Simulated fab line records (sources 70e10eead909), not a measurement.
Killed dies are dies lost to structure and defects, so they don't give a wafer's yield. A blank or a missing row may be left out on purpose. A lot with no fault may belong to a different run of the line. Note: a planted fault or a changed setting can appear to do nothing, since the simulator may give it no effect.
Which tool did it? | flow nand harc | 11 lots, 33 wafers sampled, at 6 steps of a route of 1302

== WHAT EACH GAUGE READ, for each wafer ==
NHARC_P_ZERO_WELL_CD_MEAS_11: the cd target is 500 nm.
lot  | measured     | on        | cd nm (nm)
L824 | day 2 17:16  | cd sem-03 | 499.1 499.5 499.9
L825 | day 3 03:37  | cd sem-01 | 501.3 501.2 499.4
L831 | day 5 15:14  | cd sem-02 | 436.9 437.9 436.3
L833 | day 6 11:19  | cd sem-02 | 438.4 436.9 437.0
L836 | day 7 17:11  | cd sem-03 | 499.4 501.0 499.4
L837 | day 8 03:14  | cd sem-02 | 500.4 502.7 500.4
L839 | day 8 23:15  | cd sem-01 | 499.0 501.5 501.8
L840 | day 9 09:14  | cd sem-02 | 499.6 500.1 500.0
L841 | day 9 19:14  | cd sem-02 | 501.9 499.2 501.1
L843 | day 10 15:14 | cd sem-02 | 499.5 502.3 500.4
L844 | day 11 01:15 | cd sem-01 | 498.8 498.2 499.8

NHARC_END_SORT_01.
lot  | measured     | on        | killed at array | killed at other | killed at periphery | killed dies | killed open | killed short
L831 | day 28 06:11 | prober-01 | 75 65 88        | 3 0 2           | 40 43 49            | 118 108 139 | 2 2 1       | 3 2 3
L833 | day 29 01:17 | prober-02 | 47 47 42        | 4 0 0           | 44 37 44            | 95 84 86    | 5 0 2       | 4 2 3

== WHAT TOOL EACH LOT RAN ON (gives the tool, then ch and the chambers of the sampled wafers, and finally the start) ==
lot  | NHARC_P_ZERO_WELL_PEB_09          | NHARC_P_ZERO_WELL_DESCUM_54        | NHARC_P_STI_ETCH_31                           | NHARC_P_GATE_STRIP_101
L824 | litho track-02 ch 0, day 2 17:10  | rie diel-05 ch 2,3, day 2 22:02    | rie diel-01 ch 2,3, day 6 07:14 or earlier    | rie diel-06 ch 1,2,3, day 6 07:14
L825 | litho track-02 ch 0, day 3 03:31  | rie diel-13 ch 1,2,3, day 3 08:16  | rie diel-03 ch 0,1,3, day 6 12:05 or earlier  | rie diel-08 ch 1,2,3, day 6 12:05
L831 | litho track-05 ch 0, day 5 15:10  | rie diel-05 ch 0,1,2, day 5 20:03  | rie diel-03 ch 1,2,3, day 9 05:01 or earlier  | rie diel-06 ch 0,2,3, day 9 05:01
L833 | litho track-05 ch 0, day 6 11:14  | rie diel-05 ch 0,1,3, day 6 16:11  | rie diel-11 ch 0,3, day 10 03:23 or earlier   | rie diel-04 ch 0,1,2, day 10 03:23
L836 | litho track-03 ch 0, day 7 17:05  | rie diel-05 ch 1,2,3, day 7 22:01  | rie diel-01 ch 1,2, day 11 10:37 or earlier   | rie diel-08 ch 2,3, day 11 10:37
L837 | litho track-03 ch 0, day 8 03:10  | rie diel-05 ch 0,1,3, day 8 08:38  | rie diel-01 ch 0,2,3, day 11 10:17 or earlier | rie diel-08 ch 0,2,3, day 11 10:17
L839 | litho track-05 ch 0, day 8 23:10  | rie diel-05 ch 0,2, day 9 04:02    | rie diel-01 ch 0,1, day 12 10:59 or earlier   | rie diel-08 ch 1,2, day 12 10:59
L840 | litho track-05 ch 0, day 9 09:10  | rie diel-13 ch 0,1,2, day 9 13:57  | rie diel-11 ch 0,2,3, day 12 23:35 or earlier | rie diel-08 ch 2,3, day 12 23:35
L841 | litho track-03 ch 0, day 9 19:09  | rie diel-07 ch 1,2,3, day 9 23:45  | rie diel-11 ch 0,2,3, day 13 09:46 or earlier | rie diel-06 ch 0,1,3, day 13 09:46
L843 | litho track-05 ch 0, day 10 15:10 | rie diel-07 ch 0,3, day 10 20:10   | rie diel-11 ch 1,2,3, day 13 20:53 or earlier | rie diel-04 ch 0,1,3, day 13 20:53
L844 | litho track-02 ch 0, day 11 01:10 | rie diel-07 ch 0,2,3, day 11 05:59 | rie diel-01 ch 0,2, day 14 08:53 or earlier   | rie diel-08 ch 0,2,3, day 14 08:53
- NHARC_P_ZERO_WELL_PEB_09: peb time 80 s.
- NHARC_P_ZERO_WELL_DESCUM_54: chemistry O2, time 3 s.
- NHARC_P_STI_ETCH_31: etches the open film in CF4/CHF3, target depth 108.9 nm, time 54.5 s.
- NHARC_P_GATE_STRIP_101: strips in O2, time 20 s.

== AS READ BY THE TOOLS THEMSELVES (means over the sampled wafers that have a number; for cases with no such wafer, the mark the record gives instead) ==
NHARC_P_ZERO_WELL_PEB_09.
lot  | tool           | heater power total W (W) | plate temp C (C)
L824 | litho track-02 | 190.0                    | 128.00
L825 | litho track-02 | 189.9                    | 128.22
L831 | litho track-05 | 175.7                    | 121.11
L833 | litho track-05 | 175.6                    | 120.90
L836 | litho track-03 | 190.2                    | 127.97
L837 | litho track-03 | 189.8                    | 127.82
L839 | litho track-05 | 189.1                    | 128.09
L840 | litho track-05 | 189.7                    | 128.24
L841 | litho track-03 | 189.2                    | 128.08
L843 | litho track-05 | 190.6                    | 127.90
L844 | litho track-02 | 189.9                    | 128.03

NHARC_P_ZERO_WELL_DESCUM_54.
lot  | tool        | drypump motor current A (A) | o2 flow sccm (sccm) | oes product au (a.u.) | rf vpp V (V) | showerhead plenum p Torr (Torr) | throttle valve pct (%)
L824 | rie diel-05 | 5.4                         | 200.2               | 0.999                 | 57.0         | 1.95                            | 11.302
L825 | rie diel-13 | 6.3                         | 199.7               | 1.005                 | 57.2         | 1.89                            | 11.309
L831 | rie diel-05 | 5.7                         | 199.9               | 0.998                 | 58.0         | 2.03                            | 11.312
L833 | rie diel-05 | 5.7                         | 200.4               | 1.000                 | 58.7         | 1.99                            | 11.309
L836 | rie diel-05 | 5.4                         | 200.4               | 0.994                 | 57.6         | 1.98                            | 11.317
L837 | rie diel-05 | 5.7                         | 200.1               | 0.998                 | 58.3         | 1.98                            | 11.314
L839 | rie diel-05 | 5.9                         | 199.8               | 1.004                 | 58.4         | 2.01                            | 11.319
L840 | rie diel-13 | 6.4                         | 200.0               | 1.007                 | 56.9         | 1.88                            | 11.309
L841 | rie diel-07 | 5.9                         | 200.4               | 1.003                 | 56.9         | 1.92                            | 11.311
L843 | rie diel-07 | 6.2                         | 200.3               | 0.997                 | 58.1         | 1.96                            | 11.323
L844 | rie diel-07 | 6.0                         | 200.4               | 1.005                 | 58.4         | 1.91                            | 11.313

NHARC_P_STI_ETCH_31.
lot  | tool        | drypump motor current A (A) | oes product au (a.u.) | rf vpp V (V) | showerhead plenum p Torr (Torr) | throttle valve pct (%)
L824 | rie diel-01 | 5.4                         | 0.943                 | 368.9        | 1.53                            | 16.799
L825 | rie diel-03 | 5.7                         | 0.965                 | 369.2        | 1.54                            | 16.801
L831 | rie diel-03 | 6.1                         | 0.961                 | 369.7        | 1.54                            | 16.807
L833 | rie diel-11 | 5.2                         | 0.957                 | 369.4        | 1.54                            | 16.803
L836 | rie diel-01 | 5.6                         | 0.970                 | 371.9        | 1.61                            | 16.799
L837 | rie diel-01 | 5.6                         | 0.975                 | 371.3        | 1.60                            | 16.815
L839 | rie diel-01 | 5.5                         | 0.981                 | 372.6        | 1.65                            | 16.811
L840 | rie diel-11 | 5.4                         | 0.961                 | 369.9        | 1.53                            | 16.808
L841 | rie diel-11 | 5.4                         | 0.920                 | 369.5        | 1.53                            | 16.800
L843 | rie diel-11 | 5.6                         | 0.964                 | 371.2        | 1.58                            | 16.792
L844 | rie diel-01 | 5.6                         | 0.928                 | 372.4        | 1.66                            | 16.807

NHARC_P_GATE_STRIP_101.
lot  | tool        | drypump motor current A (A) | o2 flow sccm (sccm) | oes product au (a.u.) | rf vpp V (V) | showerhead plenum p Torr (Torr) | throttle valve pct (%)
L824 | rie diel-06 | 5.9                         | 500.1               | 1.005                 | 57.7         | 3.62                            | 17.037
L825 | rie diel-08 | 5.7                         | 500.0               | 1.000                 | 57.8         | 3.45                            | 17.047
L831 | rie diel-06 | 5.5                         | 499.9               | 0.990                 | 58.3         | 3.57                            | 17.041
L833 | rie diel-04 | 5.9                         | 500.6               | 0.991                 | 58.2         | 3.50                            | 17.045
L836 | rie diel-08 | 5.9                         | 500.3               | 0.999                 | 57.9         | 3.50                            | 17.047
L837 | rie diel-08 | 5.8                         | 499.7               | 0.997                 | 59.1         | 3.56                            | 17.040
L839 | rie diel-08 | 5.5                         | 500.5               | 1.000                 | 57.9         | 3.40                            | 17.036
L840 | rie diel-08 | 5.7                         | 500.2               | 0.997                 | 57.7         | 3.43                            | 17.026
L841 | rie diel-06 | 5.6                         | 502.1               | 0.996                 | 57.5         | 3.56                            | 17.032
L843 | rie diel-04 | 5.8                         | 500.8               | 0.989                 | 57.6         | 3.50                            | 17.044
L844 | rie diel-08 | 5.8                         | 499.5               | 0.999                 | 57.6         | 3.56                            | 17.046

== THE ANSWER, worked out from the rows above alone ==
Rule: usual is defined by the lots themselves. Put in order of their means at a reading, lots are off if they are a third of the lots or fewer, leave a main group of 4 or more, and stand apart from it by a gap of 3 or more times the standard deviation of the main group's means; of several such gaps the widest counts. The tables above print the reading to a certain number of digits; a main group whose means all agree to those digits is not used. Also off: a lot with no number at a reading for which 4 or more lots have one. Any other lot the step has rows for is counted as sound. After the gauges, taken in route order, come the tools' own readings; for these a lot's mean is taken, as printed above. At the first step where some lot is off, the reading lying furthest off is the one used; lots without a number count as furthest.
Off: L831, L833, at NHARC_P_ZERO_WELL_CD_MEAS_11 (cd nm). The main group: mean 500.3 nm, standard deviation 0.69.
A tool fits if, at a process step before that reading, it ran every lot that is off, and no sound lot after the first of them. The gauges at NHARC_P_ZERO_WELL_CD_MEAS_11 aren't tried: what is off there is off at NHARC_P_ZERO_WELL_PEB_09 too, on other tools, and a gauge's error can't cause that. Not one of the candidates tried fits.

== WHAT THE SIMULATOR HAD INSERTED ==
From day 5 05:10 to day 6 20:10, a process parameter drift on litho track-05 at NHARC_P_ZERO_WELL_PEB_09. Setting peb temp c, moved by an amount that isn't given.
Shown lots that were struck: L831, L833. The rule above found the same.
